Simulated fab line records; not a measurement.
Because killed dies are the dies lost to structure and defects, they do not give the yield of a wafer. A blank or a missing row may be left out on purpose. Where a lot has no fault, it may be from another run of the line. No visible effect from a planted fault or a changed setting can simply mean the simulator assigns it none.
fab line records | flow n5_finfet
[record] lots = 7 | wafers = 21 | last_day = 18
route steps=1938 shown BEOL_M9@1410
lots untouched by any fault: they come from a run of this same line in which no faults occurred
start_h: hours from the record's first day to the start of the lot's first wafer shown | wait_h: hours since the lot's step before | " as in the row above | L1.1+2: a single row standing in for several wafers | - value missing, or start not given | * or withheld: withheld | < > ~ a bound
route shown NAME@n: NAME is a module with steps in the file, n the number in the route of the first one | usual: mean/standard deviation of fault-free wafers | same: alike in all rows | chamber/n: place in a boat | sites: readings site by site | _std_site: standard deviation across them | _edge_site: inner sites' mean taken away from outer sites' mean | radius_mm: for every site, how far away it sits from the centre of the wafer | mask NAME#n: copy n | behind: the tool/chamber that last shaped the wafer | hold: cause of the lot's hold/its duration in hours/its outcome | device: transistor that didn't switch, given as n, p or np | end of line: the route-end tests of the same wafers | where a step has no rows: the recipe by itself | killed: dies that structure and defects cost at the first sort, which is not the same as the wafer's yield | map: per-die view of a wafer (x killed, . not killed, _ where there is no die)
set.NAME: setting as actually run; set.NAME@STEP: the setting as run at that earlier step | model.NAME: the simulator's own value behind a step, which no gauge read
lots at selected steps of the route; one table per step, one row per wafer
services: when a tool's chamber went out of use (start_h, in hours from the record's first day, below 0 if earlier), for how many hours, and the reason
[[steps]]
[step N5_BEOL_M9_SOFTBAKE_06]
[recipe] temp_c = 110 | time_s = 60 | resist = CAR-ArF
[step N5_BEOL_M9_EXPOSE_08]
[recipe] mask_id = M9 | na = 1.35 | source_shape = dipole | sigma_inner = 0.411 | sigma_outer = 0.611 | polarization = te | dose_mj = 53.75
[step N5_BEOL_M9_PEB_09]
[recipe] peb_temp_c = withheld | peb_time_s = 60 | resist = CAR-ArF
[step N5_BEOL_M9_DEVELOP_10]
[recipe] develop_time_s = 30 | developer = TMAH | resist = CAR-ArF | rinse_liquid = diw | dry = air_spin | dev_temp_c = 23
[step N5_BEOL_M9_CD_MEAS_11]
[recipe] target_cd_nm = 64.1 | landing_energy_ev = 500 | detector = se_inlens | polarity = opening
[usual] cd_nm = 64.5/0.55
lot.wafer | tool      | chamber | start_h | wait_h | cd_nm
L822.3    | cd_sem-02 | 0       | 302.20  | -      | 64.7
L822.4    | "         | 0       | "       | "      | 63.4
L822.6    | "         | 0       | "       | "      | 65.1
L825.1    | cd_sem-03 | 0       | 306.83  | -      | 64.7
L825.3    | "         | 0       | "       | "      | 64.6
L825.5    | "         | 0       | "       | "      | 65.3
L826.2    | cd_sem-03 | 0       | 321.51  | -      | 65.5
L826.3    | "         | 0       | "       | "      | 64.5
L826.4    | "         | 0       | "       | "      | 64.8
L828.1    | cd_sem-02 | 0       | 331.56  | -      | 64.9
L828.3    | "         | 0       | "       | "      | 64.5
L828.4    | "         | 0       | "       | "      | 64.6
L829.1    | cd_sem-01 | 0       | 331.89  | -      | 64.3
L829.2    | "         | 0       | "       | "      | 65.3
L829.6    | "         | 0       | "       | "      | 64.1
L833.2    | cd_sem-01 | 0       | 368.58  | -      | 64.4
L833.3    | "         | 0       | "       | "      | 64.9
L833.6    | "         | 0       | "       | "      | 64.9
L832.4    | cd_sem-01 | 0       | 372.33  | -      | 63.8
L832.5    | "         | 0       | "       | "      | 63.9
L832.6    | "         | 0       | "       | "      | 63.8
[step N5_BEOL_M9_OVL_MEAS_12]
[recipe] points_per_wafer = 44
[usual] M9_OVL = -0.1/0.79
lot.wafer | tool       | chamber | start_h | wait_h | M9_OVL[nm]
L822.3    | overlay-02 | 0       | 302.23  | 0.0    | 0.4
L822.4    | "          | 0       | "       | "      | -0.3
L822.6    | "          | 0       | "       | "      | 0.1
L825.1    | overlay-02 | 0       | 306.87  | 0.0    | -0.5
L825.3    | "          | 0       | "       | "      | -0.8
L825.5    | "          | 0       | "       | "      | 0.8
L826.2    | overlay-01 | 0       | 321.55  | 0.0    | -1.1
L826.3    | "          | 0       | "       | "      | -0.2
L826.4    | "          | 0       | "       | "      | -0.2
L828.1    | overlay-01 | 0       | 331.59  | 0.0    | -0.9
L828.3    | "          | 0       | "       | "      | -0.7
L828.4    | "          | 0       | "       | "      | -0.2
L829.1    | overlay-02 | 0       | 331.92  | 0.0    | 1.5
L829.2    | "          | 0       | "       | "      | -0.7
L829.6    | "          | 0       | "       | "      | 0.8
L833.2    | overlay-01 | 0       | 368.61  | 0.0    | -1.3
L833.3    | "          | 0       | "       | "      | 1.0
L833.6    | "          | 0       | "       | "      | -0.8
L832.4    | overlay-01 | 0       | 372.36  | 0.0    | 0.7
L832.5    | "          | 0       | "       | "      | -0.6
L832.6    | "          | 0       | "       | "      | -0.2
[step N5_BEOL_M9_INSPECT_13]
[recipe] mode = adi | inspect_instrument = brightfield
[usual] raw_defect_count = 432/96
lot.wafer | tool              | chamber | start_h | wait_h | raw_defect_count
L822.3    | defect_inspect-02 | -       | 302.25  | 0.0    | 421
L822.4    | "                 | -       | "       | "      | 485
L822.6    | "                 | -       | "       | "      | 407
L825.1    | defect_inspect-01 | -       | 306.89  | 0.0    | 507
L825.3    | "                 | -       | "       | "      | 350
L825.5    | "                 | -       | "       | "      | 388
L826.2    | defect_inspect-02 | -       | 321.58  | 0.0    | 275
L826.3    | "                 | -       | "       | "      | 302
L826.4    | "                 | -       | "       | "      | 337
L828.1    | defect_inspect-02 | -       | 331.62  | 0.0    | 378
L828.3    | "                 | -       | "       | "      | 529
L828.4    | "                 | -       | "       | "      | 395
L829.1    | defect_inspect-02 | -       | 331.94  | 0.0    | 359
L829.2    | "                 | -       | "       | "      | 376
L829.6    | "                 | -       | "       | "      | 387
L833.2    | defect_inspect-01 | -       | 368.63  | 0.0    | 525
L833.3    | "                 | -       | "       | "      | 602
L833.6    | "                 | -       | "       | "      | 403
L832.4    | defect_inspect-01 | -       | 372.39  | 0.0    | 322
L832.5    | "                 | -       | "       | "      | 300
L832.6    | "                 | -       | "       | "      | 507
[step N5_BEOL_M9_DESCUM_16]
[recipe] chemistry = O2 | time_s = 7.9 | source_power_w = 50 | bias_power_w = 20 | pressure_mtorr = 20 | rf_frequency_hz = 2.712e+07 | temp_c = 40 | resist = CAR-ArF | o2_flow_sccm = 225
[usual] bias_power_w = 20.01/0.065 | drypump_motor_current_A = 5.7/0.48 | oes_product_au = 0.81/0.091 | rf_vpp_V = 243.0/1.3 | showerhead_plenum_p_Torr = 2.08/0.067 | throttle_valve_pct = 20.46/0.29
[same] time_s = 7.9
lot.wafer | tool        | chamber | start_h | wait_h | bias_power_w | drypump_motor_current_A | oes_product_au | rf_hours_counter_h | rf_vpp_V | showerhead_plenum_p_Torr | throttle_valve_pct
L822.3    | rie_diel-04 | 1       | 302.65  | 0.4    | 20.04        | 6.5                     | 0.76           | 149                | 243.3    | 2.11                     | 20.29
L822.4    | "           | 3       | "       | "      | 20.06        | 5.3                     | 0.70           | 240                | 243.9    | 2.15                     | 20.35
L822.6    | "           | 1       | "       | "      | 20.04        | 6.5                     | 0.75           | -                  | 242.6    | 2.11                     | 20.29
L825.1    | rie_diel-04 | 2       | 307.02  | 0.1    | 20.01        | 6.1                     | 0.99           | 1                  | 242.5    | 2.15                     | 20.40
L825.3    | "           | 1       | "       | "      | 20.05        | 6.5                     | 0.75           | 149                | 243.4    | 2.11                     | 20.31
L825.5    | "           | 0       | "       | "      | 20.05        | 5.6                     | 0.89           | -                  | 241.6    | 2.07                     | 20.69
L826.2    | rie_diel-02 | 0       | 321.83  | 0.3    | 20.00        | 6.0                     | 0.72           | 220                | 242.0    | 2.05                     | 20.74
L826.3    | "           | 3       | "       | "      | 20.12        | 5.1                     | 0.75           | 172                | 241.4    | 1.98                     | 20.86
L826.4    | "           | 2       | "       | "      | 20.04        | 5.8                     | 0.93           | 13                 | 243.0    | 2.03                     | 19.85
L828.1    | rie_diel-06 | 2       | 331.65  | 0.0    | 19.90        | 4.8                     | 0.85           | 49                 | 243.1    | 2.13                     | 20.14
L828.3    | "           | 1       | "       | "      | 19.97        | 5.1                     | 0.90           | 32                 | 245.1    | 2.23                     | 20.22
L828.4    | "           | 1       | "       | "      | 19.97        | 5.1                     | 0.91           | -                  | 245.3    | 2.23                     | 20.23
L829.1    | rie_diel-02 | 2       | 331.97  | 0.0    | 20.12        | 5.7                     | 0.92           | 16                 | 243.2    | 2.03                     | 19.85
L829.2    | "           | 3       | "       | "      | 20.02        | 5.1                     | 0.74           | 175                | 240.6    | 1.98                     | 20.84
L829.6    | "           | 2       | "       | "      | 20.17        | 5.8                     | 0.92           | -                  | 242.6    | 2.03                     | 19.84
L833.2    | rie_diel-04 | 2       | 368.66  | 0.0    | 20.03        | 6.1                     | 0.90           | 24                 | 243.3    | 2.14                     | 20.45
L833.3    | "           | 1       | "       | "      | 20.11        | 6.5                     | 0.74           | 171                | 243.1    | 2.10                     | 20.32
L833.6    | "           | 2       | "       | "      | 20.08        | 6.1                     | 0.91           | -                  | 244.5    | 2.14                     | 20.44
L832.4    | rie_diel-06 | 2       | 372.42  | 0.0    | 20.07        | 4.8                     | 0.83           | 64                 | 244.3    | 2.12                     | 20.18
L832.5    | "           | 3       | "       | "      | 20.00        | 5.3                     | 0.69           | -                  | 242.1    | 1.96                     | 20.65
L832.6    | "           | 0       | "       | "      | 19.99        | 5.3                     | 0.77           | -                  | 241.6    | 2.03                     | 20.82
[step N5_BEOL_M9_ETCH_61]
[recipe] chemistry = CF4 | target = SiARC | target_depth_a = 390 | mask_material = CAR-ArF | time_s = 65 | ion_energy_ev = 80 | pressure_mtorr = 40 | source_w = 545 | bias_w = 36 | Ar_flow_sccm = 100 | cf4_flow_sccm = 100 | ends = cleared
[usual] drypump_motor_current_A = 5.7/0.48 | etch_rf_on_time_s = 65.1/1.4 | oes_product_au = 0.68/0.074 | rf_vpp_V = 184.0/1.1 | showerhead_plenum_p_Torr = 2.13/0.059 | throttle_valve_pct = 15.7/0.3
lot.wafer | tool        | chamber | start_h | wait_h | drypump_motor_current_A | etch_rf_on_time_s | oes_product_au | rf_hours_counter_h | rf_vpp_V | showerhead_plenum_p_Torr | throttle_valve_pct
L822.3    | rie_diel-04 | 1       | 302.68  | 0.0    | 6.4                     | 66.6              | 0.63           | 149                | 184.5    | 2.13                     | 15.4
L822.4    | "           | 3       | "       | "      | 5.3                     | 65.7              | 0.59           | 240                | 184.8    | 2.21                     | 15.6
L822.6    | "           | 1       | "       | "      | 6.5                     | 65.9              | 0.64           | -                  | 184.4    | 2.13                     | 15.4
L825.1    | rie_diel-04 | 2       | 307.06  | 0.0    | 6.1                     | 65.2              | 0.83           | 1                  | 186.4    | 2.20                     | 15.5
L825.3    | "           | 1       | "       | "      | 6.5                     | 65.4              | 0.64           | 149                | 184.6    | 2.13                     | 15.4
L825.5    | "           | 0       | "       | "      | 5.6                     | 64.8              | 0.76           | -                  | 183.3    | 2.10                     | 15.7
L826.2    | rie_diel-02 | 0       | 321.86  | 0.0    | 5.9                     | 64.4              | 0.61           | 220                | 182.3    | 2.12                     | 16.1
L826.3    | "           | 3       | "       | "      | 5.1                     | 64.4              | 0.63           | 172                | 184.1    | 2.07                     | 16.2
L826.4    | "           | 2       | "       | "      | 5.7                     | 65.2              | 0.79           | 13                 | 183.9    | 2.11                     | 15.2
L828.1    | rie_diel-06 | 2       | 331.68  | 0.0    | 4.8                     | 67.3              | 0.72           | 49                 | 184.9    | 2.19                     | 15.4
L828.3    | "           | 1       | "       | "      | 5.1                     | 65.8              | 0.75           | 32                 | 186.3    | 2.27                     | 15.4
L828.4    | "           | 1       | "       | "      | 5.2                     | 66.5              | 0.75           | -                  | 185.8    | 2.27                     | 15.4
L829.1    | rie_diel-02 | 2       | 332.01  | 0.0    | 5.8                     | 64.8              | 0.78           | 16                 | 184.5    | 2.11                     | 15.2
L829.2    | "           | 3       | "       | "      | 5.0                     | 63.6              | 0.63           | 175                | 183.2    | 2.07                     | 16.2
L829.6    | "           | 2       | "       | "      | 5.8                     | 65.2              | 0.78           | -                  | 183.1    | 2.11                     | 15.2
L833.2    | rie_diel-04 | 2       | 368.70  | 0.0    | 6.1                     | 65.5              | 0.76           | 24                 | 185.2    | 2.19                     | 15.6
L833.3    | "           | 1       | "       | "      | 6.5                     | 65.6              | 0.62           | 171                | 183.7    | 2.13                     | 15.5
L833.6    | "           | 2       | "       | "      | 6.1                     | 65.5              | 0.75           | -                  | 184.9    | 2.19                     | 15.6
L832.4    | rie_diel-06 | 2       | 372.45  | 0.0    | 4.8                     | 67.3              | 0.69           | 64                 | 183.2    | 2.18                     | 15.4
L832.5    | "           | 3       | "       | "      | 5.3                     | 64.5              | 0.60           | -                  | 184.2    | 2.04                     | 16.1
L832.6    | "           | 0       | "       | "      | 5.3                     | 66.4              | 0.66           | -                  | 182.9    | 2.07                     | 15.9
[step N5_BEOL_M9_ETCH_62]
[recipe] chemistry = N2/H2 | target = SOC | target_depth_a = 1100 | overetch_a = 220 | mask_material = SiARC | temp_c = 40 | time_s = 165 | ion_energy_ev = 200 | pressure_mtorr = 30 | source_w = 840 | bias_w = 150 | n2_flow_sccm = 200 | h2_flow_sccm = 200
[usual] drypump_motor_current_A = 5.7/0.48 | oes_product_au = 0.68/0.073 | rf_vpp_V = 523.5/2.3 | showerhead_plenum_p_Torr = 2.53/0.084 | throttle_valve_pct = 17.9/0.31
[same] time_s = 165
lot.wafer | tool        | chamber | start_h | wait_h | drypump_motor_current_A | oes_product_au | rf_hours_counter_h | rf_vpp_V | showerhead_plenum_p_Torr | throttle_valve_pct
L822.3    | rie_diel-04 | 1       | 302.73  | 0.0    | 6.5                     | 0.63           | 149                | 524.1    | 2.54                     | 17.5
L822.4    | "           | 3       | "       | "      | 5.3                     | 0.59           | 240                | 525.6    | 2.64                     | 18.0
L822.6    | "           | 1       | "       | "      | 6.5                     | 0.63           | -                  | 523.7    | 2.54                     | 17.6
L825.1    | rie_diel-04 | 2       | 307.11  | 0.0    | 6.2                     | 0.81           | 1                  | 525.1    | 2.63                     | 18.0
L825.3    | "           | 1       | "       | "      | 6.5                     | 0.64           | 149                | 524.6    | 2.54                     | 17.5
L825.5    | "           | 0       | "       | "      | 5.5                     | 0.74           | -                  | 521.7    | 2.49                     | 18.0
L826.2    | rie_diel-02 | 0       | 321.91  | 0.0    | 6.0                     | 0.61           | 220                | 521.5    | 2.49                     | 18.2
L826.3    | "           | 3       | "       | "      | 5.1                     | 0.63           | 172                | 521.0    | 2.42                     | 18.2
L826.4    | "           | 2       | "       | "      | 5.8                     | 0.77           | 13                 | 523.7    | 2.51                     | 17.5
L828.1    | rie_diel-06 | 2       | 331.73  | 0.0    | 4.8                     | 0.72           | 49                 | 525.4    | 2.59                     | 17.6
L828.3    | "           | 1       | "       | "      | 5.2                     | 0.75           | 32                 | 526.8    | 2.72                     | 17.7
L828.4    | "           | 1       | "       | "      | 5.1                     | 0.74           | -                  | 529.3    | 2.72                     | 17.7
L829.1    | rie_diel-02 | 2       | 332.06  | 0.0    | 5.8                     | 0.76           | 16                 | 523.3    | 2.51                     | 17.5
L829.2    | "           | 3       | "       | "      | 5.0                     | 0.62           | 175                | 520.5    | 2.41                     | 18.2
L829.6    | "           | 2       | "       | "      | 5.8                     | 0.77           | -                  | 522.7    | 2.51                     | 17.5
L833.2    | rie_diel-04 | 2       | 368.75  | 0.0    | 6.1                     | 0.75           | 24                 | 525.5    | 2.62                     | 18.0
L833.3    | "           | 1       | "       | "      | 6.5                     | 0.62           | 171                | 523.9    | 2.53                     | 17.6
L833.6    | "           | 2       | "       | "      | 6.2                     | 0.75           | -                  | 526.4    | 2.62                     | 18.0
L832.4    | rie_diel-06 | 2       | 372.50  | 0.0    | 4.9                     | 0.70           | 64                 | 524.2    | 2.58                     | 17.6
L832.5    | "           | 3       | "       | "      | 5.3                     | 0.59           | -                  | 520.1    | 2.41                     | 18.3
L832.6    | "           | 0       | "       | "      | 5.4                     | 0.66           | -                  | 522.3    | 2.46                     | 18.2
[step N5_BEOL_M9_STRIP_68]
[recipe] chemistry = N2/H2 | temp_c = 40 | n2_flow_sccm = 200 | h2_flow_sccm = 200 | rf_frequency_hz = 6e+07
[step N5_BEOL_M9_STRIP_67]
[recipe] chemistry = CF4 | resist = SiARC | power_w = 300 | bias_power_w = 75 | pressure_mtorr = 50 | cf4_flow_sccm = 150 | rf_frequency_hz = 6e+07
[usual] bias_power_w = 75.01/0.22 | drypump_motor_current_A = 5.7/0.48 | oes_product_au = 0.80/0.086 | rf_vpp_V = 270.8/1.3 | showerhead_plenum_p_Torr = 1.79/0.046 | throttle_valve_pct = 13.62/0.3
lot.wafer | tool        | chamber | start_h | wait_h | bias_power_w | drypump_motor_current_A | oes_product_au | rf_hours_counter_h | rf_vpp_V | showerhead_plenum_p_Torr | throttle_valve_pct
L822.3    | rie_diel-04 | 1       | 302.88  | 0.0    | 74.97        | 6.5                     | 0.76           | 149                | 271.2    | 1.80                     | 13.49
L822.4    | "           | 3       | "       | "      | 75.08        | 5.3                     | 0.70           | 240                | 272.8    | 1.84                     | 13.61
L822.6    | "           | 1       | "       | "      | 74.98        | 6.5                     | 0.76           | -                  | 271.7    | 1.80                     | 13.50
L825.1    | rie_diel-04 | 2       | 307.25  | 0.0    | 74.62        | 6.1                     | 0.98           | 1                  | 271.5    | 1.84                     | 13.44
L825.3    | "           | 1       | "       | "      | 74.49        | 6.5                     | 0.75           | 149                | 271.3    | 1.80                     | 13.48
L825.5    | "           | 0       | "       | "      | 75.11        | 5.6                     | 0.88           | -                  | 270.7    | 1.77                     | 13.65
L826.2    | rie_diel-02 | 0       | 322.06  | 0.0    | 74.79        | 6.0                     | 0.72           | 220                | 271.6    | 1.77                     | 14.04
L826.3    | "           | 3       | "       | "      | 75.14        | 5.1                     | 0.74           | 173                | 270.0    | 1.73                     | 14.10
L826.4    | "           | 2       | "       | "      | 74.87        | 5.8                     | 0.92           | 13                 | 270.4    | 1.78                     | 13.20
L828.1    | rie_diel-06 | 2       | 331.88  | 0.0    | 75.20        | 4.8                     | 0.86           | 49                 | 271.8    | 1.82                     | 13.26
L828.3    | "           | 1       | "       | "      | 74.91        | 5.1                     | 0.89           | 33                 | 272.9    | 1.90                     | 13.33
L828.4    | "           | 1       | "       | "      | 74.67        | 5.1                     | 0.88           | -                  | 273.7    | 1.90                     | 13.32
L829.1    | rie_diel-02 | 2       | 332.21  | 0.0    | 75.09        | 5.8                     | 0.91           | 16                 | 270.7    | 1.78                     | 13.19
L829.2    | "           | 3       | "       | "      | 74.76        | 5.0                     | 0.73           | 175                | 270.1    | 1.73                     | 14.12
L829.6    | "           | 2       | "       | "      | 75.07        | 5.8                     | 0.92           | -                  | 269.9    | 1.78                     | 13.19
L833.2    | rie_diel-04 | 2       | 368.89  | 0.0    | 75.21        | 6.1                     | 0.89           | 24                 | 271.9    | 1.83                     | 13.48
L833.3    | "           | 1       | "       | "      | 74.99        | 6.5                     | 0.74           | 171                | 270.2    | 1.80                     | 13.55
L833.6    | "           | 2       | "       | "      | 75.43        | 6.1                     | 0.89           | -                  | 273.8    | 1.83                     | 13.48
L832.4    | rie_diel-06 | 2       | 372.65  | 0.0    | 75.07        | 4.8                     | 0.83           | 64                 | 272.3    | 1.81                     | 13.30
L832.5    | "           | 3       | "       | "      | 74.95        | 5.3                     | 0.69           | -                  | 269.5    | 1.71                     | 14.10
L832.6    | "           | 0       | "       | "      | 74.67        | 5.3                     | 0.78           | -                  | 268.9    | 1.75                     | 13.83
[step N5_BEOL_M9_HM_OPEN_17]
[recipe] chemistry = Cl2/BCl3 | target_depth_a = 200 | overetch_a = 60 | target = TiN | mask_material = SOC | ion_energy_ev = 150 | pressure_mtorr = 10 | icp_w = 1000 | bias_w = 126 | Cl2_flow_sccm = 53.25 | bcl3_flow_sccm = 21.75 | Ar_flow_sccm = 25
[usual] bcl3_flow_sccm = 21.75/0.067 | bias_w = 126.1/0.37 | drypump_motor_current_A = 5.7/0.51 | he_backside_leak_sccm = 3.34/0.21 | oes_product_au = 0.68/0.089 | throttle_valve_pct = 22.01/0.23
lot.wafer | tool         | chamber | start_h | wait_h | bcl3_flow_sccm | bias_w | drypump_motor_current_A | he_backside_leak_sccm | oes_product_au | rf_hours_counter_h | throttle_valve_pct | model.SOC_of_BEOL_M9_COAT_59.thk_nm
L822.3    | rie_metal-01 | 1       | 302.95  | 0.1    | 21.82          | 126.1  | 5.9                     | 3.44                  | 0.67           | -                  | 22.22              | 91.4
L822.4    | "            | 0       | "       | "      | 21.92          | 126.0  | 6.4                     | 3.21                  | 0.76           | -                  | 22.11              | 92.2
L822.6    | "            | 1       | "       | "      | 21.83          | 126.4  | 5.9                     | 3.39                  | 0.66           | -                  | 22.21              | 91.4
L825.1    | rie_metal-01 | 1       | 307.30  | 0.0    | 21.65          | 125.8  | 5.9                     | 3.41                  | 0.67           | 35                 | 22.22              | 91.4
L825.3    | "            | 0       | "       | "      | 21.84          | 126.4  | 6.4                     | 3.16                  | 0.76           | -                  | 22.09              | 91.8
L825.5    | "            | 0       | "       | "      | 21.73          | 126.6  | 6.4                     | 3.47                  | 0.75           | -                  | 22.11              | 91.8
L826.2    | rie_metal-02 | 1       | 322.10  | 0.0    | -              | -      | -                       | -                     | -              | -                  | -                  | 100
L826.3    | "            | 1       | "       | "      | -              | -      | -                       | -                     | -              | -                  | -                  | 99.8
L826.4    | "            | 0       | "       | "      | -              | -      | -                       | -                     | -              | -                  | -                  | 100
L828.1    | rie_metal-02 | 0       | 331.92  | 0.0    | -              | -      | -                       | -                     | -              | -                  | -                  | 99.4
L828.3    | "            | 1       | "       | "      | -              | -      | -                       | -                     | -              | -                  | -                  | 99.6
L828.4    | "            | 0       | "       | "      | -              | -      | -                       | -                     | -              | -                  | -                  | 99.6
L829.1    | rie_metal-02 | 0       | 332.25  | 0.0    | -              | -      | -                       | -                     | -              | -                  | -                  | 100.2
L829.2    | "            | 1       | "       | "      | -              | -      | -                       | -                     | -              | -                  | -                  | 99.6
L829.6    | "            | 0       | "       | "      | -              | -      | -                       | -                     | -              | -                  | -                  | 100
L833.2    | rie_metal-03 | 0       | 368.94  | 0.0    | 21.73          | 125.9  | 4.7                     | 3.32                  | 0.58           | 81                 | 22.06              | 91.6
L833.3    | "            | 0       | "       | "      | 21.68          | 125.6  | 4.7                     | 3.31                  | 0.58           | -                  | 22.06              | 91.6
L833.6    | "            | 0       | "       | "      | 21.69          | 125.9  | 4.7                     | 3.30                  | 0.58           | -                  | 22.04              | 91.6
L832.4    | rie_metal-02 | 1       | 372.72  | 0.1    | 21.67          | 126.6  | 5.4                     | 3.77                  | 0.69           | -                  | 21.93              | 91.8
L832.5    | "            | 1       | "       | "      | 21.70          | 126.1  | 5.4                     | 3.84                  | 0.70           | -                  | 21.92              | 91.8
L832.6    | "            | 0       | "       | "      | 21.69          | 127.0  | 5.7                     | 3.52                  | 0.79           | -                  | 22.13              | 92
[step N5_BEOL_M9_STRIP_19]
[recipe] chemistry = O2 | power_w = 400 | temp_c = 40 | pressure_mtorr = 30 | rf_frequency_hz = 6e+07 | bias_power_w = 0 | overash_fraction = 0.2 | o2_flow_sccm = 225
[usual] drypump_motor_current_A = 5.6/0.45 | oes_product_au = 0.79/0.08 | rf_vpp_V = 3.7/0.55 | showerhead_plenum_p_Torr = 2.05/0.061 | throttle_valve_pct = 16.7/0.32
[same] bias_power_w = 0
lot.wafer | tool        | chamber | start_h | wait_h | drypump_motor_current_A | oes_product_au | rf_hours_counter_h | rf_vpp_V | showerhead_plenum_p_Torr | throttle_valve_pct
L822.3    | rie_diel-04 | 1       | 303.07  | 0.1    | 6.5                     | 0.75           | 149                | 3.3      | 2.12                     | 16.6
L822.4    | "           | 0       | "       | "      | 5.6                     | 0.89           | 31                 | 4.1      | 2.07                     | 16.9
L822.6    | "           | 2       | "       | "      | 6.1                     | 0.98           | -                  | 3.4      | 2.16                     | 16.6
L825.1    | rie_diel-04 | 3       | 307.41  | 0.1    | 5.3                     | 0.70           | 241                | 2.6      | 2.16                     | 16.7
L825.3    | "           | 1       | "       | "      | 6.5                     | 0.75           | 149                | 3.3      | 2.11                     | 16.6
L825.5    | "           | 1       | "       | "      | 6.5                     | 0.76           | -                  | 3.7      | 2.12                     | 16.6
L826.2    | rie_diel-02 | 0       | 322.22  | 0.1    | 6.0                     | 0.73           | 220                | 4.6      | 2.05                     | 17.0
L826.3    | "           | 2       | "       | "      | 5.8                     | 0.92           | 13                 | 4.6      | 2.03                     | 16.1
L826.4    | "           | 3       | "       | "      | 5.1                     | 0.74           | 173                | 4.4      | 1.99                     | 17.1
L828.1    | rie_diel-06 | 2       | 332.03  | 0.1    | 4.8                     | 0.84           | 49                 | 3.6      | 2.13                     | 16.4
L828.3    | "           | 1       | "       | "      | 5.1                     | 0.91           | 33                 | 3.5      | 2.23                     | 16.4
L828.4    | "           | 0       | "       | "      | 5.3                     | 0.78           | -                  | 3.4      | 2.04                     | 17.0
L829.1    | rie_diel-02 | 1       | 332.36  | 0.1    | 5.9                     | 0.80           | 117                | 3.7      | 2.03                     | 16.5
L829.2    | "           | 2       | "       | "      | 5.7                     | 0.92           | 16                 | 2.5      | 2.03                     | 16.1
L829.6    | "           | 0       | "       | "      | 6.0                     | 0.73           | -                  | 2.9      | 2.05                     | 17.0
L833.2    | rie_diel-02 | 2       | 369.05  | 0.1    | 5.8                     | 0.89           | 27                 | 3.3      | 2.03                     | 16.1
L833.3    | "           | 0       | "       | "      | 6.0                     | 0.72           | 234                | 3.9      | 2.05                     | 17.0
L833.6    | "           | 1       | "       | "      | 5.9                     | 0.79           | -                  | 4.4      | 2.02                     | 16.5
L832.4    | rie_diel-02 | 0       | 372.80  | 0.1    | 5.9                     | 0.71           | 235                | 3.4      | 2.04                     | 17.1
L832.5    | "           | 1       | "       | "      | 5.9                     | 0.79           | -                  | 4.5      | 2.02                     | 16.5
L832.6    | "           | 0       | "       | "      | 5.9                     | 0.73           | -                  | 4.1      | 2.04                     | 17.1
[step N5_BEOL_M9_CD_MEAS_18]
[recipe] pitch_nm = 140 | target_cd_nm = 70
[usual] cd_nm = 70.4/0.78
lot.wafer | tool      | chamber | start_h | wait_h | cd_nm
L822.3    | cd_sem-02 | -       | 303.15  | 0.1    | 70.8
L822.4    | "         | -       | "       | "      | 69.2
L822.6    | "         | -       | "       | "      | 71.7
L825.1    | cd_sem-02 | -       | 307.48  | 0.0    | 70.8
L825.3    | "         | -       | "       | "      | 70.6
L825.5    | "         | -       | "       | "      | 71.7
L826.2    | cd_sem-03 | -       | 322.29  | 0.1    | -
L826.3    | "         | -       | "       | "      | -
L826.4    | "         | -       | "       | "      | -
L828.1    | cd_sem-03 | -       | 332.10  | 0.0    | -
L828.3    | "         | -       | "       | "      | -
L828.4    | "         | -       | "       | "      | -
L829.1    | cd_sem-01 | -       | 332.43  | 0.0    | -
L829.2    | "         | -       | "       | "      | -
L829.6    | "         | -       | "       | "      | -
L833.2    | cd_sem-02 | -       | 369.12  | 0.1    | 70.6
L833.3    | "         | -       | "       | "      | 71.6
L833.6    | "         | -       | "       | "      | 70.5
L832.4    | cd_sem-01 | -       | 372.87  | 0.1    | 69.8
L832.5    | "         | -       | "       | "      | 71.0
L832.6    | "         | -       | "       | "      | 69.8
[step N5_BEOL_M9_COAT_63]
[recipe] resist = SOC | temp_c = 250 | time_s = 60 | spin_rpm = 1500 | resist_thk_nm = 60
[[services]]
tool         | chamber | start_h | hours | kind
rie_metal-02 | 0       | 294.01  | -     | clean
rie_metal-02 | 0       | 294.01  | 14.1  | scheduled_down
rie_metal-02 | 0       | 294.01  | 14.1  | vent_cycle
rie_metal-03 | 1       | 308.28  | -     | clean
rie_metal-03 | 1       | 308.28  | 16.1  | scheduled_down
rie_metal-03 | 1       | 308.28  | 16.1  | vent_cycle
rie_diel-06  | 3       | 330.98  | 3.6   | repair
rie_diel-04  | 3       | 338.27  | -     | clean
rie_diel-04  | 3       | 338.27  | -     | consumable_replace:focus_ring
rie_diel-04  | 3       | 338.27  | 27.4  | scheduled_down
rie_diel-04  | 3       | 338.27  | 27.4  | vent_cycle
rie_diel-06  | 3       | 344.09  | 19.8  | repair
rie_metal-01 | 1       | 357.37  | 4.6   | repair
rie_diel-06  | 0       | 359.62  | 9.0   | repair
[[key]]
[first_sign] step = N5_BEOL_M9_HM_OPEN_17 | reading = tool_record | direction = missing
[effect] step = N5_BEOL_M9_CD_MEAS_18 | reading = cd_nm | direction = missing
[model_effect] step = N5_BEOL_M9_HM_OPEN_17 | value = SOC_of_BEOL_M9_COAT_59.thk_nm | without = 91.56 | struck = 99.8
met_at N5_BEOL_M9_HM_OPEN_17
struck_wafers L826.2,L826.3,L826.4,L828.1,L828.3,L828.4,L829.1,L829.2,L829.6
later_rows_left_out L826.2,L826.3,L826.4,L828.1,L828.3,L828.4,L829.1,L829.2,L829.6
sort_left_out L826.2,L826.3,L826.4,L828.1,L828.3,L828.4,L829.1,L829.2,L829.6
[fault] kind = skipped_step_whole | tool = rie_metal-02 | chamber = - | onset_h = 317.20 | steps = N5_BEOL_M9_HM_OPEN_17 | scope = struck_lots_only
// sort_left_out: the simulated sort isn't trusted on such a fault, so these wafers' sort isn't shown, and their yield isn't known
// later_rows_left_out: the simulator's readings of these wafers behind a module that went badly wrong aren't trusted and aren't shown, but for the sort
